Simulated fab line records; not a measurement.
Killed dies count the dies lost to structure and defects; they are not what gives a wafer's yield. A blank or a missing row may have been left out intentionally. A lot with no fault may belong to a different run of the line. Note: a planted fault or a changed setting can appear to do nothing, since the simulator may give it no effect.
fab line records	flow nandHarc
[record] lots = 5	wafers = 15	lastDay = 32
route steps=1302 shown A_STAIRCASE@711
lots that met no fault: from a run of the same line without faults
startH: hours from the record's first day to the start of the lot's first wafer shown	waitH: time in hours since the lot's previous step	" identical to the entry in the row above	L1.1+2: several wafers, shown together as one row	- no value present, or no start provided	* or withheld: withheld	< > ~ a bound
route shown NAME@n: names a module that has steps shown in the file, with the first one's number in the route	usual: the fault-free wafers' mean and standard deviation	same: alike in all rows	chamber/n: place in a boat	sites: each site's reading	_std_site: their standard deviation	_edge_site: inner sites' mean taken away from outer sites' mean	radiusMm: how far each site lies from the wafer's centre	mask NAME#n: copy n	behind: tool/chamber where the wafer was last shaped	hold: what put the lot on hold/how long, in hours/how the hold closed	device: the transistor (n, p or np) that didn't switch	end of line: the same wafers' tests at the end of the route	a step with no rows: only its recipe	killed: dies lost to structure and defects at the first sort, not the wafer's yield	map: a wafer's dies, x killed, . not, _ none there
set.NAME: the setting that was run; set.NAME@STEP: the one run at that earlier step	model.NAME: the simulator's own value behind a step, which no gauge read
lots at selected steps of the route; one table per step, one row per wafer
services: when a tool's chamber went out of use (startH, in hours from the record's first day, below 0 if earlier), for how many hours, and the reason
[[steps]]
[step NHARC_A_STAIRCASE_ETCH_197]
[recipe] targetDepthA = 1000	timeS = 40.5	ionEnergyEv = 400	c4f8FlowSccm = 20	o2FlowSccm = 10	arFlowSccm = withheld	rfW = 600	biasW = 1000	chemistry = C4F8/O2
[usual] biasW = 999.8/2.9	oesProductAu = 0.956/0.017	rfVppV = 897/6.2
lot.wafer	tool	chamber	startH	waitH	biasW	oesProductAu	rfHoursCounterH	rfVppV
L081.1	rieDiel-02	3	-	-	995.9	0.933	12	905
L081.4	"	0	"	"	998.3	0.950	9	892
L081.5	"	2	"	"	996.0	0.934	-	890
L084.1	rieDiel-02	2	-	-	998.0	0.965	21	888
L084.4	"	0	"	"	998.8	0.987	18	892
L084.6	"	2	"	"	995.3	0.965	-	889
L089.2	rieDiel-02	3	-	-	998.2	0.954	33	904
L089.3	"	0	"	"	1000.6	0.979	32	892
L089.1	"	1	"	"	1002.6	0.987	33	895
L091.2	rieDiel-02	2	-	-	1003.3	0.953	40	889
L091.4	"	3	"	"	997.4	0.932	38	905
L091.3	"	0	"	"	1000.5	0.968	38	892
L095.3	rieDiel-10	0	-	-	1000.9	0.946	44	903
L095.5	"	1	"	"	1005.0	0.961	-	895
L095.6	"	2	"	"	999.5	0.951	-	903
[step NHARC_A_STAIRCASE_TRIM_198]
[recipe] timeS = 211.2	o2FlowSccm = 500	arFlowSccm = 0	biasW = 0	chemistry = O2
[usual] drypumpMotorCurrentA = 5.8/0.34	oesProductAu = 1.009/0.012	rfVppV = 57.9/0.87	showerheadPlenumPTorr = 3.57/0.16	throttleValvePct = 17.036/0.0091
[same] biasW = 0
lot.wafer	tool	chamber	startH	waitH	drypumpMotorCurrentA	oesProductAu	rfHoursCounterH	rfVppV	showerheadPlenumPTorr	throttleValvePct
L081.4	rieDiel-02	2	-	-	6.1	1.001	12	57.7	3.33	17.037
L081.1	"	0	"	"	6.1	1.012	9	57.4	3.43	17.030
L081.5	"	2	"	"	6.1	1.009	-	57.4	3.33	17.026
L084.4	rieDiel-02	0	-	-	6.1	1.011	18	58.5	3.43	17.023
L084.1	"	3	"	"	5.5	1.001	22	56.7	3.76	17.036
L084.6	"	1	"	"	6.3	1.013	-	58.2	3.53	17.024
L089.3	rieDiel-02	2	-	-	6.1	1.017	35	56.3	3.32	17.026
L089.2	"	0	"	"	6.2	1.014	32	57.4	3.42	17.046
L089.1	"	1	"	"	6.2	1.015	33	57.4	3.52	17.026
L091.2	rieDiel-02	2	-	-	6.1	1.007	40	56.3	3.32	17.034
L091.3	"	3	"	"	5.6	0.990	38	59.1	3.76	17.040
L091.4	"	0	"	"	6.1	1.005	38	57.7	3.42	17.030
L095.3	rieDiel-10	3	-	-	5.9	1.007	44	60.2	3.61	17.040
L095.6	"	2	"	"	5.4	1.034	-	57.8	3.78	17.013
L095.5	"	3	"	"	5.9	1.008	-	59.4	3.61	17.046
[step NHARC_A_STAIRCASE_ETCH_199]
[recipe] targetDepthA = 1000	timeS = 40.5	ionEnergyEv = 400	c4f8FlowSccm = 20	o2FlowSccm = 10	arFlowSccm = withheld	rfW = 600	biasW = 1000	chemistry = C4F8/O2
[usual] biasW = 1000/3.1	oesProductAu = 0.954/0.014	rfVppV = 897/6
lot.wafer	tool	chamber	startH	waitH	biasW	oesProductAu	rfHoursCounterH	rfVppV
L081.1	rieDiel-02	3	-	-	997	0.944	12	907
L081.4	"	2	"	"	1002	0.951	12	889
L081.5	"	0	"	"	1002	0.961	-	892
L084.1	rieDiel-02	2	-	-	998	0.969	21	889
L084.4	"	0	"	"	1000	0.973	18	893
L084.6	"	1	"	"	997	0.978	-	895
L089.3	rieDiel-02	1	-	-	1005	0.986	33	897
L089.1	"	3	"	"	1002	0.937	34	905
L089.2	"	0	"	"	997	0.984	32	892
L091.4	rieDiel-02	2	-	-	996	0.953	40	887
L091.2	"	0	"	"	998	0.954	38	892
L091.3	"	1	"	"	1001	0.958	40	895
L095.3	rieDiel-10	2	-	-	998	0.953	41	905
L095.5	"	0	"	"	1006	0.943	-	905
L095.6	"	1	"	"	1004	0.961	-	896
[step NHARC_A_STAIRCASE_TRIM_200]
[recipe] timeS = 211.2	o2FlowSccm = 500	arFlowSccm = 0	biasW = 0	chemistry = O2
[usual] drypumpMotorCurrentA = 5.8/0.35	oesProductAu = 1.008/0.012	rfVppV = 57.9/0.88	showerheadPlenumPTorr = 3.57/0.17	throttleValvePct = 17.037/0.0087
[same] biasW = 0
lot.wafer	tool	chamber	startH	waitH	drypumpMotorCurrentA	oesProductAu	rfHoursCounterH	rfVppV	showerheadPlenumPTorr	throttleValvePct
L081.1	rieDiel-02	3	-	-	5.6	1.002	12	58.2	3.77	17.041
L081.4	"	1	"	"	6.2	1.032	9	58.8	3.53	17.034
L081.5	"	3	"	"	5.5	1.005	-	58.1	3.77	17.039
L084.4	rieDiel-02	3	-	-	5.6	0.999	22	57.8	3.76	17.033
L084.1	"	1	"	"	6.3	1.016	17	57.8	3.53	17.036
L084.6	"	3	"	"	5.6	0.988	-	57.4	3.76	17.039
L089.2	rieDiel-02	1	-	-	6.2	1.018	33	56.7	3.52	17.046
L089.3	"	2	"	"	6.1	1.008	35	57.8	3.32	17.043
L089.1	"	3	"	"	5.6	0.987	34	58.6	3.76	17.004
L091.3	rieDiel-02	2	-	-	6.2	1.007	40	57.4	3.32	17.035
L091.2	"	3	"	"	5.6	0.989	38	57.2	3.75	17.026
L091.4	"	0	"	"	6.1	1.015	38	57.5	3.42	17.038
L095.3	rieDiel-10	2	-	-	5.4	1.022	41	58.8	3.78	17.034
L095.6	"	2	"	"	5.4	1.023	-	57.3	3.78	17.026
L095.5	"	3	"	"	5.9	0.998	-	58.6	3.61	17.038
[step NHARC_A_STAIRCASE_ETCH_201]
[recipe] targetDepthA = 1000	timeS = 40.5	ionEnergyEv = 400	c4f8FlowSccm = 20	o2FlowSccm = 10	arFlowSccm = withheld	rfW = 600	biasW = 1000	chemistry = C4F8/O2
[usual] biasW = 999.7/2.8	oesProductAu = 0.951/0.014	rfVppV = 897/5.9
lot.wafer	tool	chamber	startH	waitH	biasW	oesProductAu	rfHoursCounterH	rfVppV
L081.1	rieDiel-02	1	-	-	1000.2	0.957	9	897
L081.4	"	2	"	"	997.4	0.954	12	889
L081.5	"	3	"	"	1000.2	0.940	-	905
L084.1	rieDiel-02	0	-	-	996.9	0.950	18	892
L084.4	"	3	"	"	993.7	0.943	23	905
L084.6	"	0	"	"	1000.1	0.955	-	891
L089.1	rieDiel-02	2	-	-	996.2	0.956	35	890
L089.2	"	0	"	"	1001.9	0.959	32	892
L089.3	"	1	"	"	1002.1	0.967	33	896
L091.2	rieDiel-02	1	-	-	1003.5	0.962	40	896
L091.4	"	3	"	"	1003.4	0.931	38	904
L091.3	"	0	"	"	1005.5	0.958	39	892
L095.3	rieDiel-10	1	-	-	995.2	0.955	38	896
L095.6	"	3	"	"	995.8	0.933	-	898
L095.5	"	0	"	"	1000.0	0.942	-	904
[step NHARC_A_STAIRCASE_TRIM_202]
[recipe] timeS = 211.2	o2FlowSccm = 500	arFlowSccm = 0	biasW = 0	chemistry = O2
[usual] drypumpMotorCurrentA = 5.8/0.34	oesProductAu = 1.009/0.012	rfVppV = 57.8/0.83	showerheadPlenumPTorr = 3.57/0.16	throttleValvePct = 17.037/0.0097
[same] biasW = 0
lot.wafer	tool	chamber	startH	waitH	drypumpMotorCurrentA	oesProductAu	rfHoursCounterH	rfVppV	showerheadPlenumPTorr	throttleValvePct
L081.4	rieDiel-02	3	-	-	5.5	1.010	13	57.8	3.77	17.022
L081.1	"	1	"	"	6.3	1.016	9	57.9	3.53	17.058
L081.5	"	3	"	"	5.5	1.005	-	59.8	3.77	17.035
L084.4	rieDiel-02	1	-	-	6.3	1.009	17	57.6	3.53	17.045
L084.1	"	2	"	"	6.1	1.006	21	56.3	3.33	17.028
L084.6	"	1	"	"	6.3	1.008	-	58.6	3.53	17.032
L089.2	rieDiel-02	2	-	-	6.2	1.012	35	57.1	3.32	17.038
L089.3	"	3	"	"	5.5	0.990	34	58.1	3.76	17.018
L089.1	"	0	"	"	6.2	1.010	32	56.4	3.42	17.053
L091.3	rieDiel-02	3	-	-	5.5	0.992	39	57.8	3.76	17.054
L091.4	"	0	"	"	6.1	1.005	39	57.9	3.42	17.030
L091.2	"	1	"	"	6.3	1.025	40	57.9	3.52	17.039
L095.3	rieDiel-10	3	-	-	6.0	0.991	44	58.7	3.61	17.039
L095.5	"	1	"	"	5.8	1.034	-	56.4	3.52	17.036
L095.6	"	2	"	"	5.4	1.021	-	58.5	3.78	17.026
[step NHARC_A_STAIRCASE_ETCH_203]
[recipe] targetDepthA = 1000	timeS = 40.5	ionEnergyEv = 400	c4f8FlowSccm = 20	o2FlowSccm = 10	arFlowSccm = withheld	rfW = 600	biasW = 1000	chemistry = C4F8/O2
[usual] biasW = 1000.2/2.8	oesProductAu = 0.951/0.013	rfVppV = 897/5.9
lot.wafer	tool	chamber	startH	waitH	biasW	oesProductAu	rfHoursCounterH	rfVppV
L081.1	rieDiel-02	2	-	-	990.8	0.942	12	888
L081.4	"	0	"	"	1000.5	0.952	9	891
L081.5	"	2	"	"	994.1	0.936	-	890
L084.1	rieDiel-02	2	-	-	997.8	0.971	21	890
L084.4	"	3	"	"	1002.3	0.941	23	904
L084.6	"	0	"	"	993.3	0.941	-	892
L089.1	rieDiel-02	0	-	-	998.7	0.966	32	892
L089.2	"	1	"	"	1002.2	0.958	33	895
L089.3	"	2	"	"	997.1	0.958	35	889
L091.2	rieDiel-02	1	-	-	1001.0	0.962	40	895
L091.4	"	2	"	"	999.2	0.949	40	887
L091.3	"	3	"	"	999.2	0.929	39	903
L095.3	rieDiel-10	0	-	-	997.7	0.953	45	905
L095.5	"	2	"	"	998.9	0.957	-	905
L095.6	"	3	"	"	1000.0	0.936	-	896
[step NHARC_A_STAIRCASE_STRIP_205]
[recipe] powerW = 1500	tempC = 250	chemistry = O2
[usual] drypumpMotorCurrentA = 5.6/0.67	heaterPowerW = 305/25
lot.wafer	tool	chamber	startH	waitH	drypumpMotorCurrentA	heaterPowerW	rfHoursCounterH
L081.1	plasmaAsher-01	1	431.79	0.3	4.7	328	15
L081.4	"	0	"	"	5.3	297	-
L081.5	"	1	"	"	4.7	332	-
L084.1	plasmaAsher-01	0	464.76	0.1	5.3	293	23
L084.4	"	0	"	"	5.3	288	-
L084.6	"	1	"	"	4.7	334	-
L089.2	plasmaAsher-01	1	504.54	0.1	4.7	334	31
L089.1	"	0	"	"	5.3	295	31
L089.3	"	1	"	"	4.7	329	-
L091.2	plasmaAsher-02	0	527.94	0.1	6.2	297	21
L091.3	"	0	"	"	6.2	299	-
L091.4	"	1	"	"	6.4	275	-
L095.3	plasmaAsher-02	1	571.92	0.2	6.3	276	-
L095.5	"	1	"	"	6.3	275	-
L095.6	"	0	"	"	6.2	303	-
[step NHARC_A_STAIRCASE_STRIP_206]
[recipe] timeS = 900	tempC = 130	chemistry = SPM
lot.wafer	tool	chamber	startH	waitH
L081.4+5+1	wetBench-01	7,0,3	432.09	0.2
L084.6+4+1	wetBench-04	3,4,5	465.08	0.1
L089.3+1+2	wetBench-07	4,5,7	504.89	0.2
L091.4+3+2	wetBench-07	5,6,7	528.29	0.2
L095.3+5+6	wetBench-01	7,2,3	572.17	0.2
[step NHARC_A_STAIRCASE_PRECLEAN_207]
[recipe] timeS = *	tempC = 50	bathAgeMin = 0	chemistry = SC1
lot.wafer	tool	chamber	startH	waitH
L081.4+5+1	wetBench-01	7,0,3	-	-
L084.6+4+1	wetBench-04	3,4,5	-	-
L089.3+1+2	wetBench-07	4,5,7	-	-
L091.4+3+2	wetBench-07	5,6,7	-	-
L095.3+5+6	wetBench-01	7,2,3	-	-
[[services]]
tool	chamber	startH	hours	kind
rieDiel-10	-	422.96	9.0	pm
plasmaAsher-02	-	426.87	9.0	pm
rieDiel-02	0	427.29	-	clean
rieDiel-02	1	427.29	-	clean
rieDiel-02	2	427.29	-	clean
rieDiel-02	3	427.29	-	clean
rieDiel-02	0	451.79	-	clean
rieDiel-02	1	451.79	-	clean
rieDiel-02	2	451.79	-	clean
rieDiel-02	3	451.79	-	clean
wetBench-01	-	453.60	8.0	pm
rieDiel-10	1	463.91	12.3	repair
rieDiel-02	0	476.59	-	clean
rieDiel-02	1	476.59	-	clean
rieDiel-02	2	476.59	-	clean
rieDiel-02	3	476.59	-	clean
rieDiel-10	0	498.78	5.2	repair
rieDiel-02	0	501.09	-	clean
rieDiel-02	0	511.33	1.3	repair
wetBench-07	-	512.00	8.0	pm
plasmaAsher-01	-	521.60	9.0	pm
rieDiel-10	0	539.17	2.1	repair
rieDiel-02	1	551.20	4.7	repair
rieDiel-02	-	570.74	9.0	pm
[[key]]
fault none
